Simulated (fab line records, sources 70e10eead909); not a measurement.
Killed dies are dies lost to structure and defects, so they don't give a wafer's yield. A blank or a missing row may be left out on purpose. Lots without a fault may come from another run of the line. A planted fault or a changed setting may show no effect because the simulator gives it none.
Which tool did it? | flow nand_harc | 12 lots, 32 wafers sampled, at 4 steps of a route of 1159

WHAT THE GAUGES READ, wafer by wafer
NHARC_A_START_INSPECT_01. Usual: raw_defect_count 3.6, standard deviation 1.8.
lot  | measured     | on                | raw_defect_count | flag
L122 | day 6 21:47  | defect_inspect-01 | 4 7 6            |
L121 | day 6 23:23  | defect_inspect-02 | 7 5 3            |
L125 | day 7 08:51  | defect_inspect-01 | 7 3 2            |
L123 | day 7 09:15  | defect_inspect-02 | 5 3 3            |
L129 | day 8 15:28  | defect_inspect-02 | 2                |
L131 | day 8 21:51  | defect_inspect-02 | 3 5 4            |
L130 | day 9 08:37  | defect_inspect-02 | 2                |
L132 | day 9 20:14  | defect_inspect-01 | 6 5 3            |
L137 | day 10 19:38 | defect_inspect-01 | 3 2 4            |
L139 | day 11 03:27 | defect_inspect-01 | 1 3 7            |
L143 | day 12 01:01 | defect_inspect-01 | 0 2 6            |
L144 | day 12 05:04 | defect_inspect-01 | 2 7 5            |

WHICH TOOL RAN EACH LOT (tool, then ch and the chambers of the sampled wafers, then the start)
lot  | NHARC_P_M2_ETCH_35                 | NHARC_P_M2_PVD_20                       | NHARC_P_BONDPAD_ETCH_24
L122 | rie_diel-03 ch 0,1,3, day 6 14:13  | pvd_sputter-03, day 6 19:16 or earlier  | rie_diel-05 ch 0,1,2, day 6 19:16
L121 | rie_diel-03 ch 0,3, day 6 15:55    | pvd_sputter-02, day 6 20:50 or earlier  | rie_diel-09 ch 1,2, day 6 20:50
L125 | rie_diel-06 ch 0,3, day 7 00:52    | pvd_sputter-03, day 7 06:15 or earlier  | rie_diel-09 ch 1,2,3, day 7 06:15
L123 | rie_diel-06 ch 1,2,3, day 7 01:02  | pvd_sputter-01, day 7 06:18 or earlier  | rie_diel-05 ch 0,1,2, day 7 06:18
L129 | rie_diel-06 ch 0, day 8 07:32      | pvd_sputter-02, day 8 12:40 or earlier  | rie_diel-09 ch 3, day 8 12:40
L131 | rie_diel-04 ch 0,3, day 8 14:07    | pvd_sputter-01, day 8 19:21 or earlier  | rie_diel-11 ch 1,3, day 8 19:21
L130 | rie_diel-06 ch 3, day 9 01:02      | pvd_sputter-02, day 9 06:09 or earlier  | rie_diel-09 ch 3, day 9 06:09
L132 | rie_diel-06 ch 0,1,2, day 9 12:33  | pvd_sputter-03, day 9 17:41 or earlier  | rie_diel-11 ch 2,3, day 9 17:41
L137 | rie_diel-04 ch 0,2, day 10 11:53   | pvd_sputter-01, day 10 17:05 or earlier | rie_diel-11 ch 2,3, day 10 17:05
L139 | rie_diel-06 ch 0,1,2, day 10 19:29 | pvd_sputter-03, day 11 00:47 or earlier | rie_diel-11 ch 0,1, day 11 00:47
L143 | rie_diel-06 ch 0,1, day 11 17:31   | pvd_sputter-03, day 11 22:31 or earlier | rie_diel-11 ch 0,1,2, day 11 22:31
L144 | rie_diel-03 ch 0,2,3, day 11 21:20 | pvd_sputter-01, day 12 02:32 or earlier | rie_diel-05 ch 0,1,2, day 12 02:32
- NHARC_P_M2_ETCH_35: etches the open film in N2/H2, target depth 40 nm, overetch 12 nm, time 43.94 s.
- NHARC_P_M2_PVD_20: deposits TaN, target thk 5 nm, time 8.06 s.
- NHARC_P_BONDPAD_ETCH_24: etches the open film in CF4/N2, target depth 30 nm, time 72.99 s.

WHAT THE TOOLS THEMSELVES READ (means of the sampled wafers that have a number; where no wafer has one, the mark that the record gives instead)
NHARC_P_M2_ETCH_35. Usual: drypump_motor_current_A 5.6 A, standard deviation 0.49; oes_product_au 1.003 a.u., standard deviation 0.0074; rf_vpp_V 430.7 V, standard deviation 2.1; run_length_s 65.2 s, standard deviation 0.58; showerhead_plenum_p_Torr 2.04 Torr, standard deviation 0.073; throttle_valve_pct 14.171 %, standard deviation 0.0097.
lot  | tool        | drypump_motor_current_A (A) | oes_product_au (a.u.) | rf_vpp_V (V) | run_length_s (s) | showerhead_plenum_p_Torr (Torr) | throttle_valve_pct (%) | flag
L122 | rie_diel-03 | 5.8                         | 0.999                 | 431.2        | 65.5             | 2.08                            | 14.170                 |
L121 | rie_diel-03 | 6.1                         | 1.000                 | 431.0        | 66.1             | 2.06                            | 14.168                 |
L125 | rie_diel-06 | 5.0                         | 1.008                 | 431.7        | 65.1             | 2.06                            | 14.168                 |
L123 | rie_diel-06 | 5.8                         | 1.007                 | 429.5        | 64.8             | 2.01                            | 14.172                 |
L129 | rie_diel-06 | 4.8                         | 1.007                 | 431.2        | 65.7             | 2.05                            | 14.175                 |
L131 | rie_diel-04 | 6.1                         | 0.994                 | 431.5        | 65.0             | 2.08                            | 14.168                 |
L130 | rie_diel-06 | 5.4                         | 1.004                 | 431.6        | 64.3             | 2.07                            | 14.169                 |
L132 | rie_diel-06 | 5.6                         | 1.003                 | 429.9        | 65.4             | 2.00                            | 14.172                 |
L137 | rie_diel-04 | 5.7                         | 1.003                 | 429.4        | 65.1             | 2.03                            | 14.171                 |
L139 | rie_diel-06 | 5.6                         | 0.997                 | 429.7        | 65.2             | 2.00                            | 14.160                 |
L143 | rie_diel-06 | 5.5                         | 1.007                 | 428.9        | 65.4             | 1.96                            | 14.182                 |
L144 | rie_diel-03 | 5.7                         | 0.997                 | 430.7        | 66.2             | 2.05                            | 14.177                 |

NHARC_P_M2_PVD_20. Usual: throttle_valve_pct 29.7 %, standard deviation 0.88.
lot  | tool           | throttle_valve_pct (%) | flag
L122 | pvd_sputter-03 | 29.4                   |
L121 | pvd_sputter-02 | 30.1                   |
L125 | pvd_sputter-03 | 29.2                   |
L123 | pvd_sputter-01 | 28.5                   |
L129 | pvd_sputter-02 | 30.4                   |
L131 | pvd_sputter-01 | 30.0                   |
L130 | pvd_sputter-02 | 28.1                   |
L132 | pvd_sputter-03 | 29.2                   |
L137 | pvd_sputter-01 | 29.9                   |
L139 | pvd_sputter-03 | 29.6                   |
L143 | pvd_sputter-03 | 29.5                   |
L144 | pvd_sputter-01 | 29.6                   |

NHARC_P_BONDPAD_ETCH_24. Usual: drypump_motor_current_A 5.7 A, standard deviation 0.39; oes_product_au 1.004 a.u., standard deviation 0.0065; rf_vpp_V 315.0 V, standard deviation 1.8; run_length_s 94.5 s, standard deviation 0.48; showerhead_plenum_p_Torr 2.67 Torr, standard deviation 0.11; throttle_valve_pct 19.794 %, standard deviation 0.0088.
lot  | tool        | drypump_motor_current_A (A) | oes_product_au (a.u.) | rf_vpp_V (V) | run_length_s (s) | showerhead_plenum_p_Torr (Torr) | throttle_valve_pct (%) | flag
L122 | rie_diel-05 | 5.8                         | 1.005                 | 315.2        | 94.0             | 2.67                            | 19.794                 |
L121 | rie_diel-09 | 5.5                         | 0.998                 | 314.5        | 95.1             | 2.66                            | 19.805                 |
L125 | rie_diel-09 | 5.7                         | 1.003                 | 316.2        | 95.1             | 2.73                            | 19.788                 |
L123 | rie_diel-05 | 5.9                         | 0.999                 | 315.7        | 94.2             | 2.67                            | 19.789                 |
L129 | rie_diel-09 | 6.2                         | 1.005                 | 318.1        | 73.3             | 2.82                            | 19.775                 | OFF
L131 | rie_diel-11 | 5.8                         | 1.004                 | 314.9        | 94.6             | 2.70                            | 19.799                 |
L130 | rie_diel-09 | 6.2                         | 0.996                 | 317.4        | 73.0             | 2.82                            | 19.782                 | OFF
L132 | rie_diel-11 | 6.0                         | 0.994                 | 316.1        | 94.6             | 2.74                            | 19.794                 |
L137 | rie_diel-11 | 6.0                         | 1.003                 | 317.2        | 94.6             | 2.77                            | 19.798                 |
L139 | rie_diel-11 | 5.4                         | 1.003                 | 314.0        | 94.2             | 2.64                            | 19.779                 |
L143 | rie_diel-11 | 5.6                         | 1.002                 | 315.7        | 94.2             | 2.70                            | 19.783                 |
L144 | rie_diel-05 | 5.8                         | 1.008                 | 315.4        | 94.1             | 2.65                            | 19.804                 |

THE ANSWER, worked out from the rows above alone
Rule: a lot is off if the mean of its wafers that have a number lies more than 3 standard deviations from the usual mean. A lot without any number at a reading at which 4 lots or more have one is off too. The other lots that the step has rows for count as sound. The gauges are gone through in route order, then the tools' own readings, and for those a lot's mean is taken as printed above. The first step at which some lot is off is used, and at that step the reading that is off furthest; a lot without a number counts as furthest.
Off: L129, L130, at NHARC_P_BONDPAD_ETCH_24 (run_length_s).
A tool fits if, at that step or a process step before it, it ran every lot that is off, and no sound lot after the first of them. NHARC_P_M2_PVD_20 gives no start for some lots, so the hours and the order of its lots are those of NHARC_P_BONDPAD_ETCH_24. Can't be told from this: 2 tools fit, pvd_sputter-02 at NHARC_P_M2_PVD_20, rie_diel-09 at NHARC_P_BONDPAD_ETCH_24.

WHAT THE SIMULATOR HAD PUT IN
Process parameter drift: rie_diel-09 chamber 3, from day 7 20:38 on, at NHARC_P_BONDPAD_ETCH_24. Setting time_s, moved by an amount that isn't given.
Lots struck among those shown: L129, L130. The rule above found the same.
